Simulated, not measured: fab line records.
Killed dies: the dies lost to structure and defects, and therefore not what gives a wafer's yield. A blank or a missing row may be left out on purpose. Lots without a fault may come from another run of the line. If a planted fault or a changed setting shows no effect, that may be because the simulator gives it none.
A struck lot beside a sound one / flow nand_harc / 42 steps out of a route of 1159
Sound: these wafers, L362.1, L362.3, L362.4. Struck: wafer L363.2 (left out: L363.1, L363.6 of the same lot, which were not struck); the cause appears at the end.
Order at every step that has rows: each side's tool, ch and its chambers, its first start. Under that, the readings that differ: sound wafers / struck wafers / difference of the means / sigmas: that difference in standard deviations of wafers without a fault.
alike: words and numbers the same on both sides, and readings whose means are apart by under 2 such deviations; not compared: readings that were withheld, readings missing a value for some wafer, numbers with overlapping values and no deviation given by the record, and bounds like >300 which may hide the same value.
The two part at a step that has a row with sigmas, a row that says differs or no value, or rows on one side only. When numbers do not overlap yet have no deviation, they are printed without sigmas and do not part them. A reading missing from all wafers of one side parts the sides only when that side holds two or more wafers.

first, 8 steps without rows for these wafers: NHARC_P_GATE_DEHYDRATE_51 (time 120 s); NHARC_P_GATE_HMDS_52 (time 30 s); NHARC_P_GATE_COAT_53; NHARC_P_GATE_SOFTBAKE_54 (time 95 s); NHARC_P_GATE_EBR_55; NHARC_P_GATE_EXPOSE_56 (exposes mask P PSD, target cd 720 nm); NHARC_P_GATE_PEB_57 (peb time 85 s); NHARC_P_GATE_DEVELOP_58 (time 70 s).
NHARC_P_GATE_CD_MEAS_59: the cd target is 720 nm.
  sound on cd_sem-03 ch 0, day 8 23:44; struck on cd_sem-03 ch 0, day 9 04:10
  alike: cd_nm
then, 3 steps without rows for these wafers: NHARC_P_GATE_HARDBAKE_60 (time 80 s); NHARC_P_GATE_DESCUM_61 (chemistry O2, time 3 s); NHARC_P_GATE_IMPLANT_62.
NHARC_P_GATE_STRIP_112: strips in N2/H2, time 200 s.
  sound on plasma_asher-02 ch 0,1, day 9 00:17; struck on plasma_asher-01 ch 1, day 9 04:43
  alike: drypump_motor_current_A, heater_power_w
  not compared: rf_hours_counter_h
then, 10 steps without rows for these wafers: NHARC_P_GATE_STRIP_76 (strips in O2); NHARC_P_GATE_STRIP_63 (strips in SPM, time 900 s); NHARC_P_GATE_DEHYDRATE_83 (time 120 s); NHARC_P_GATE_HMDS_84 (time 30 s); NHARC_P_GATE_COAT_85; NHARC_P_GATE_SOFTBAKE_86 (time 95 s); NHARC_P_GATE_EBR_87; NHARC_P_GATE_EXPOSE_88 (exposes mask P HVN, target cd 2000 nm); NHARC_P_GATE_PEB_89 (peb time 85 s); NHARC_P_GATE_DEVELOP_90 (time 70 s).
NHARC_P_GATE_CD_MEAS_91: the cd target is 2000 nm.
  sound on cd_sem-03 ch 0, day 9 01:20; struck on cd_sem-01 ch 0, day 9 05:55
reading=cd_nm (nm); sound=1999 2004 1999; struck=1994; difference=-7; sigmas=-2
then, 1 step without rows for these wafers: NHARC_P_GATE_HARDBAKE_92 (time 80 s).
NHARC_P_GATE_DESCUM_93: chemistry O2, time 3 s.
  sound on rie_diel-05 ch 1,2, day 9 01:46; struck on rie_diel-05 ch 2, day 9 06:20
  alike: drypump_motor_current_A, oes_product_au, rf_vpp_V, showerhead_plenum_p_Torr, throttle_valve_pct
  not compared: rf_hours_counter_h
then, 2 steps without rows for these wafers: NHARC_P_GATE_IMPLANT_94; NHARC_P_GATE_STRIP_113 (strips in N2/H2, time 740 s).
NHARC_P_GATE_STRIP_95: strips in O2.
  sound on plasma_asher-02 ch 0,1, day 9 02:52; struck on plasma_asher-01 ch 1, day 9 07:24
  alike: drypump_motor_current_A, heater_power_w
  not compared: rf_hours_counter_h
then, 1 step without rows for these wafers: NHARC_P_GATE_STRIP_96 (strips in SPM, time 900 s).
NHARC_P_GATE_RTA_64: time 1 s.
  sound on rtp_anneal-02 ch 0, day 9 03:26; struck on rtp_anneal-02 ch 0, day 9 07:58
  alike: lamp_power_pct, lamp_zone_7_pct, wafer_temp_C_max
then, 5 steps without rows for these wafers: NHARC_P_GATE_ETCH_77 (etches SiO2 in dHF, target depth 6 nm); NHARC_P_GATE_DEGAS_109 (time 60 s); NHARC_P_GATE_PRE_CLEAN_110 (time 30 s); NHARC_P_GATE_SPUTTER_78 (material Ni, target thk 10 nm); NHARC_P_GATE_SPUTTER_79 (material TiN, target thk 10 nm).
NHARC_P_GATE_RTA_80: time 30 s.
  sound on rtp_anneal-01 ch 0, day 9 04:02; struck on rtp_anneal-01 ch 0, day 9 08:34
  alike: lamp_power_pct, lamp_zone_7_pct, wafer_temp_C_max
then, 1 step without rows for these wafers: NHARC_P_GATE_STRIP_67 (strips in SPM, time 600 s).
NHARC_P_GATE_RTA_82: time 30 s.
  sound on rtp_anneal-02 ch 0, day 9 04:30; struck on rtp_anneal-02 ch 0, day 9 09:02
  alike: lamp_power_pct, lamp_zone_7_pct, wafer_temp_C_max
NHARC_P_GATE_INSPECT_68:
  sound: defect_inspect-01 at day 9 04:42; struck: defect_inspect-01 at day 9 09:14
reading=raw_defect_count; sound=171 202 301; struck=971; difference=+746; sigmas=+10
then, 1 step without rows for these wafers: NHARC_P_CONTACT_DEP_30 (deposits SiNx, target thk 30 nm).
-- jump in the record: it breaks off in module P_CONTACT and resumes in module END (first step shown: number 1159 of the route), and 14 days separate the struck wafers' starts before and after --
NHARC_END_SORT_01:
  sound on prober-01 ch 0, day 23 16:07; struck on prober-02 ch 0, day 23 16:53
reading=killed_at_periphery; sound=1 4 3; struck=91; difference=+88; sigmas=+40
reading=killed_dies; sound=18 32 20; struck=113; difference=+90; sigmas=+7
reading=killed_open; sound=0 3 3; struck=6; difference=+4; sigmas=+2
  alike: killed_at_array, killed_at_other, killed_short

== WHERE THEY PART ==
Earliest at NHARC_P_GATE_CD_MEAS_91; latest, in this record, at NHARC_END_SORT_01.

WHY: the cause the simulator had injected
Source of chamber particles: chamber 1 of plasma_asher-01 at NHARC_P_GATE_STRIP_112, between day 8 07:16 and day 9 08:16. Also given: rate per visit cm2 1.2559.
